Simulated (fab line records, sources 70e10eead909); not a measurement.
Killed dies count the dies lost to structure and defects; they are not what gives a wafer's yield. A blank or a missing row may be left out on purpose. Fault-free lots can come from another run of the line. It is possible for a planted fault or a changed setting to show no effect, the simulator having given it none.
What tool caused it? :: flow nand harc :: 33 wafers from 11 lots sampled at 6 of the route's 1302 steps

== WHAT THE GAUGES SHOWED, per wafer ==
NHARC_P_ZERO_WELL_CD_MEAS_52 targets a cd of 2000 nm. Usual: 1999.6 nm for cd nm, sd 2.1.
lot: L626
measured: day 2 01:47
on: cd sem-02
cd nm (nm): 2002.4 1998.9 1998.4
flag: 

lot: L627
measured: day 2 12:06
on: cd sem-03
cd nm (nm): 2003.5 2002.3 2000.4
flag: 

lot: L629
measured: day 3 07:42
on: cd sem-01
cd nm (nm): 1998.5 2000.6 2001.2
flag: 

lot: L630
measured: day 3 18:22
on: cd sem-01
cd nm (nm): 1999.0 2000.0 1997.8
flag: 

lot: L633
measured: day 4 23:44
on: cd sem-03
cd nm (nm): 1998.6 2000.0 1998.6
flag: 

lot: L642
measured: day 8 17:55
on: cd sem-02
cd nm (nm): 1999.3 1999.3 1996.3
flag: 

lot: L643
measured: day 9 03:44
on: cd sem-03
cd nm (nm): 2001.0 1996.5 2002.5
flag: 

lot: L645
measured: day 10 00:16
on: cd sem-01
cd nm (nm): 1999.9 2000.3 1998.5
flag: 

lot: L646
measured: day 10 12:49
on: cd sem-03
cd nm (nm): 2001.5 1996.4 2001.6
flag: 

lot: L648
measured: day 11 05:46
on: cd sem-02
cd nm (nm): 2000.1 1999.9 1997.1
flag: 

lot: L649
measured: day 11 15:39
on: cd sem-02
cd nm (nm): 2001.3 2001.5 2001.1
flag: 

NHARC_P_GATE_INSPECT_28. Usual: 6.2 for raw defect count, sd 2.9.
lot: L626
measured: day 5 14:35
on: defect inspect-02
raw defect count: 10 4 7
flag: 

lot: L627
measured: day 5 14:21
on: defect inspect-02
raw defect count: 5 3 6
flag: 

lot: L629
measured: day 6 12:49
on: defect inspect-02
raw defect count: 5 8 11
flag: 

lot: L630
measured: day 6 18:34
on: defect inspect-02
raw defect count: 10 6 6
flag: 

lot: L633
measured: day 7 20:44
on: defect inspect-02
raw defect count: 9 8 9
flag: 

lot: L642
measured: day 11 20:53
on: defect inspect-02
raw defect count: 17 16 20
flag: OFF

lot: L643
measured: day 12 01:23
on: defect inspect-02
raw defect count: 13 23 24
flag: OFF

lot: L645
measured: day 12 20:40
on: defect inspect-01
raw defect count: 7 9 9
flag: 

lot: L646
measured: day 13 13:44
on: defect inspect-01
raw defect count: 2 5 5
flag: 

lot: L648
measured: day 14 01:41
on: defect inspect-01
raw defect count: 9 8 8
flag: 

lot: L649
measured: day 14 15:32
on: defect inspect-01
raw defect count: 2 5 6
flag: 

NHARC_END_SORT_01. Usual: killed at array 59, standard deviation 17; killed at other 0.9, standard deviation 1.6; killed at periphery 3.7, standard deviation 2.3; killed dies 64, standard deviation 17; killed open 3.3, standard deviation 1.8; killed short 2.4, standard deviation 1.6.
lot: L642
measured: day 30 20:25
on: prober-02
killed at array: 49 64 66
killed at other: 0 1 0
killed at periphery: 7 9 15
killed dies: 56 74 81
killed open: 2 2 0
killed short: 0 2 1
flag: 

lot: L643
measured: day 31 10:04
on: prober-02
killed at array: 81 75 75
killed at other: 0 0 0
killed at periphery: 3 12 11
killed dies: 84 87 86
killed open: 1 7 2
killed short: 1 3 4
flag: 

== EACH LOT AND THE TOOL THAT RAN IT (in order: tool; ch and the chambers of the sampled wafers; start) ==
lot: L626
NHARC_P_GATE_HM_DEP_102: acl dep-01 ch 0, day 5 13:19
NHARC_P_GATE_HM_OPEN_105: rie diel-02 ch 1,2,3, no start
NHARC_P_GATE_ETCH_114: rie diel-02 ch 1,2,3, no start

lot: L627
NHARC_P_GATE_HM_DEP_102: acl dep-03 ch 0, day 5 12:59
NHARC_P_GATE_HM_OPEN_105: rie diel-13 ch 0,1,2, no start
NHARC_P_GATE_ETCH_114: rie diel-13 ch 0,3, no start

lot: L629
NHARC_P_GATE_HM_DEP_102: acl dep-01 ch 0, day 6 11:34
NHARC_P_GATE_HM_OPEN_105: rie diel-05 ch 0,1, no start
NHARC_P_GATE_ETCH_114: rie diel-05 ch 1,2,3, no start

lot: L630
NHARC_P_GATE_HM_DEP_102: acl dep-02 ch 0, day 6 17:06
NHARC_P_GATE_HM_OPEN_105: rie diel-05 ch 1,3, no start
NHARC_P_GATE_ETCH_114: rie diel-05 ch 0,1,3, no start

lot: L633
NHARC_P_GATE_HM_DEP_102: acl dep-02 ch 0, day 7 19:16
NHARC_P_GATE_HM_OPEN_105: rie diel-13 ch 2,3, day 7 21:13 or earlier
NHARC_P_GATE_ETCH_114: rie diel-02 ch 0,1,2, day 7 21:13

lot: L642
NHARC_P_GATE_HM_DEP_102: acl dep-01 ch 0, day 11 19:46
NHARC_P_GATE_HM_OPEN_105: rie diel-02 ch 0,2,3, day 30 20:25 or earlier
NHARC_P_GATE_ETCH_114: rie diel-02 ch 0,1, day 30 20:25 or earlier

lot: L643
NHARC_P_GATE_HM_DEP_102: acl dep-01 ch 0, day 11 23:58
NHARC_P_GATE_HM_OPEN_105: rie diel-02 ch 0,1, day 31 10:04 or earlier
NHARC_P_GATE_ETCH_114: rie diel-02 ch 0,1,3, day 31 10:04 or earlier

lot: L645
NHARC_P_GATE_HM_DEP_102: acl dep-02 ch 0, day 12 19:12
NHARC_P_GATE_HM_OPEN_105: rie diel-13 ch 1,2,3, no start
NHARC_P_GATE_ETCH_114: rie diel-13 ch 0,3, no start

lot: L646
NHARC_P_GATE_HM_DEP_102: acl dep-03 ch 0, day 13 12:14
NHARC_P_GATE_HM_OPEN_105: rie diel-02 ch 1,2, no start
NHARC_P_GATE_ETCH_114: rie diel-02 ch 0,2, no start

lot: L648
NHARC_P_GATE_HM_DEP_102: acl dep-02 ch 0, day 14 00:13
NHARC_P_GATE_HM_OPEN_105: rie diel-13 ch 0,1,2, no start
NHARC_P_GATE_ETCH_114: rie diel-13 ch 0,2,3, no start

lot: L649
NHARC_P_GATE_HM_DEP_102: acl dep-02 ch 0, day 14 14:05
NHARC_P_GATE_HM_OPEN_105: rie diel-13 ch 1,2,3, no start
NHARC_P_GATE_ETCH_114: rie diel-13 ch 0,2,3, no start
- NHARC_P_GATE_HM_DEP_102: deposits aC, target thk 120 nm.
- NHARC_P_GATE_HM_OPEN_105: chemistry O2/COS, target depth 360 nm.
- NHARC_P_GATE_ETCH_114: etches the open film in CF4/O2, target depth 30 nm, overetch 3 nm, time 16.5 s.

== AS READ BY THE TOOLS THEMSELVES (means over the sampled wafers that have a number; for cases with no such wafer, the mark the record gives instead) ==
NHARC_P_GATE_HM_DEP_102. Usual: 35.000 % for throttle valve pct, sd 0.0084.
lot: L626
tool: acl dep-01
throttle valve pct (%): 34.999
flag: 

lot: L627
tool: acl dep-03
throttle valve pct (%): 35.002
flag: 

lot: L629
tool: acl dep-01
throttle valve pct (%): 34.998
flag: 

lot: L630
tool: acl dep-02
throttle valve pct (%): 34.997
flag: 

lot: L633
tool: acl dep-02
throttle valve pct (%): 35.001
flag: 

lot: L642
tool: acl dep-01
throttle valve pct (%): 35.003
flag: 

lot: L643
tool: acl dep-01
throttle valve pct (%): 34.997
flag: 

lot: L645
tool: acl dep-02
throttle valve pct (%): 35.008
flag: 

lot: L646
tool: acl dep-03
throttle valve pct (%): 35.000
flag: 

lot: L648
tool: acl dep-02
throttle valve pct (%): 34.997
flag: 

lot: L649
tool: acl dep-02
throttle valve pct (%): 35.004
flag: 

NHARC_P_GATE_HM_OPEN_105. Usual: drypump motor current A 5.9 A, standard deviation 0.46; o2 flow sccm 399.9 sccm, standard deviation 1.2; oes product au 0.998 a.u., standard deviation 0.014; rf vpp V 468.1 V, standard deviation 2.7; showerhead plenum p Torr 3.16 Torr, standard deviation 0.12; throttle valve pct 28.330 %, standard deviation 0.0095.
lot: L626
tool: rie diel-02
drypump motor current A (A): 5.5
o2 flow sccm (sccm): 399.6
oes product au (a.u.): 0.998
rf vpp V (V): 466.8
showerhead plenum p Torr (Torr): 3.12
throttle valve pct (%): 28.326
flag: 

lot: L627
tool: rie diel-13
drypump motor current A (A): 5.9
o2 flow sccm (sccm): 399.5
oes product au (a.u.): 1.005
rf vpp V (V): 469.7
showerhead plenum p Torr (Torr): 3.22
throttle valve pct (%): 28.334
flag: 

lot: L629
tool: rie diel-05
drypump motor current A (A): 5.4
o2 flow sccm (sccm): 398.8
oes product au (a.u.): 1.001
rf vpp V (V): 470.6
showerhead plenum p Torr (Torr): 3.26
throttle valve pct (%): 28.332
flag: 

lot: L630
tool: rie diel-05
drypump motor current A (A): 6.4
o2 flow sccm (sccm): 399.6
oes product au (a.u.): 0.992
rf vpp V (V): 469.1
showerhead plenum p Torr (Torr): 3.23
throttle valve pct (%): 28.332
flag: 

lot: L633
tool: rie diel-13
drypump motor current A (A): 6.3
o2 flow sccm (sccm): 401.0
oes product au (a.u.): 0.993
rf vpp V (V): 466.6
showerhead plenum p Torr (Torr): 3.10
throttle valve pct (%): 28.335
flag: 

lot: L642
tool: rie diel-02
drypump motor current A (A): 6.0
o2 flow sccm (sccm): 400.5
oes product au (a.u.): 0.985
rf vpp V (V): 467.4
showerhead plenum p Torr (Torr): 3.13
throttle valve pct (%): 28.341
flag: 

lot: L643
tool: rie diel-02
drypump motor current A (A): 5.6
o2 flow sccm (sccm): 401.3
oes product au (a.u.): 0.980
rf vpp V (V): 465.0
showerhead plenum p Torr (Torr): 2.99
throttle valve pct (%): 28.323
flag: 

lot: L645
tool: rie diel-13
drypump motor current A (A): 6.1
o2 flow sccm (sccm): 400.2
oes product au (a.u.): 0.988
rf vpp V (V): 467.1
showerhead plenum p Torr (Torr): 3.12
throttle valve pct (%): 28.327
flag: 

lot: L646
tool: rie diel-02
drypump motor current A (A): 5.3
o2 flow sccm (sccm): 400.8
oes product au (a.u.): 1.005
rf vpp V (V): 466.0
showerhead plenum p Torr (Torr): 3.09
throttle valve pct (%): 28.330
flag: 

lot: L648
tool: rie diel-13
drypump motor current A (A): 5.9
o2 flow sccm (sccm): 400.3
oes product au (a.u.): 0.996
rf vpp V (V): 469.4
showerhead plenum p Torr (Torr): 3.21
throttle valve pct (%): 28.334
flag: 

lot: L649
tool: rie diel-13
drypump motor current A (A): 6.1
o2 flow sccm (sccm): 400.2
oes product au (a.u.): 1.001
rf vpp V (V): 466.6
showerhead plenum p Torr (Torr): 3.12
throttle valve pct (%): 28.329
flag: 

NHARC_P_GATE_ETCH_114. Usual: drypump motor current A 5.9 A, standard deviation 0.46; o2 flow sccm 20.00 sccm, standard deviation 0.061; oes product au 0.997 a.u., standard deviation 0.015; rf vpp V 198.2 V, standard deviation 1.4; showerhead plenum p Torr 1.35 Torr, standard deviation 0.056; throttle valve pct 13.398 %, standard deviation 0.0093.
lot: L626
tool: rie diel-02
drypump motor current A (A): 5.5
o2 flow sccm (sccm): 20.03
oes product au (a.u.): 1.004
rf vpp V (V): 198.1
showerhead plenum p Torr (Torr): 1.33
throttle valve pct (%): 13.399
flag: 

lot: L627
tool: rie diel-13
drypump motor current A (A): 6.1
o2 flow sccm (sccm): 19.92
oes product au (a.u.): 0.994
rf vpp V (V): 198.2
showerhead plenum p Torr (Torr): 1.35
throttle valve pct (%): 13.394
flag: 

lot: L629
tool: rie diel-05
drypump motor current A (A): 6.2
o2 flow sccm (sccm): 20.03
oes product au (a.u.): 0.997
rf vpp V (V): 198.8
showerhead plenum p Torr (Torr): 1.40
throttle valve pct (%): 13.393
flag: 

lot: L630
tool: rie diel-05
drypump motor current A (A): 5.9
o2 flow sccm (sccm): 19.97
oes product au (a.u.): 0.999
rf vpp V (V): 198.7
showerhead plenum p Torr (Torr): 1.39
throttle valve pct (%): 13.400
flag: 

lot: L633
tool: rie diel-02
drypump motor current A (A): 5.7
o2 flow sccm (sccm): 20.09
oes product au (a.u.): 0.996
rf vpp V (V): 196.7
showerhead plenum p Torr (Torr): 1.33
throttle valve pct (%): 13.393
flag: 

lot: L642
tool: rie diel-02
drypump motor current A (A): 6.1
o2 flow sccm (sccm): 19.91
oes product au (a.u.): 0.981
rf vpp V (V): 197.5
showerhead plenum p Torr (Torr): 1.28
throttle valve pct (%): 13.404
flag: 

lot: L643
tool: rie diel-02
drypump motor current A (A): 5.7
o2 flow sccm (sccm): 19.97
oes product au (a.u.): 0.982
rf vpp V (V): 197.5
showerhead plenum p Torr (Torr): 1.29
throttle valve pct (%): 13.397
flag: 

lot: L645
tool: rie diel-13
drypump motor current A (A): 6.0
o2 flow sccm (sccm): 20.01
oes product au (a.u.): 0.990
rf vpp V (V): 198.5
showerhead plenum p Torr (Torr): 1.39
throttle valve pct (%): 13.401
flag: 

lot: L646
tool: rie diel-02
drypump motor current A (A): 6.1
o2 flow sccm (sccm): 19.98
oes product au (a.u.): 1.004
rf vpp V (V): 198.6
showerhead plenum p Torr (Torr): 1.38
throttle valve pct (%): 13.391
flag: 

lot: L648
tool: rie diel-13
drypump motor current A (A): 6.1
o2 flow sccm (sccm): 20.04
oes product au (a.u.): 0.995
rf vpp V (V): 199.1
showerhead plenum p Torr (Torr): 1.36
throttle valve pct (%): 13.394
flag: 

lot: L649
tool: rie diel-13
drypump motor current A (A): 6.1
o2 flow sccm (sccm): 19.98
oes product au (a.u.): 0.998
rf vpp V (V): 198.1
showerhead plenum p Torr (Torr): 1.36
throttle valve pct (%): 13.382
flag: 

== THE ANSWER, worked out from the rows above alone ==
Rule: take the mean of a lot's wafers that have a number; if it is more than 3 standard deviations from the usual mean, the lot is off. Also off: a lot with no number at a reading for which 4 or more lots have one. All remaining lots with rows at the step are treated as sound. The gauges are gone through in route order, then the tools' own readings, and for those a lot's mean is taken as printed above. The first step at which some lot is off is used, and at that step the reading that is off furthest; a lot without a number counts as furthest.
Off, at NHARC_P_GATE_INSPECT_28 on raw defect count: L642, L643.
If a tool, at a process step before that reading, ran all the lots that are off and no sound lot after the first of them, it fits. The gauges at NHARC_P_GATE_INSPECT_28 are tried like those tools. This does not decide it: 2 tools fit, namely acl dep-01 at NHARC_P_GATE_HM_DEP_102 and defect inspect-02 at NHARC_P_GATE_INSPECT_28.

== WHAT THE SIMULATOR HAD PUT IN ==
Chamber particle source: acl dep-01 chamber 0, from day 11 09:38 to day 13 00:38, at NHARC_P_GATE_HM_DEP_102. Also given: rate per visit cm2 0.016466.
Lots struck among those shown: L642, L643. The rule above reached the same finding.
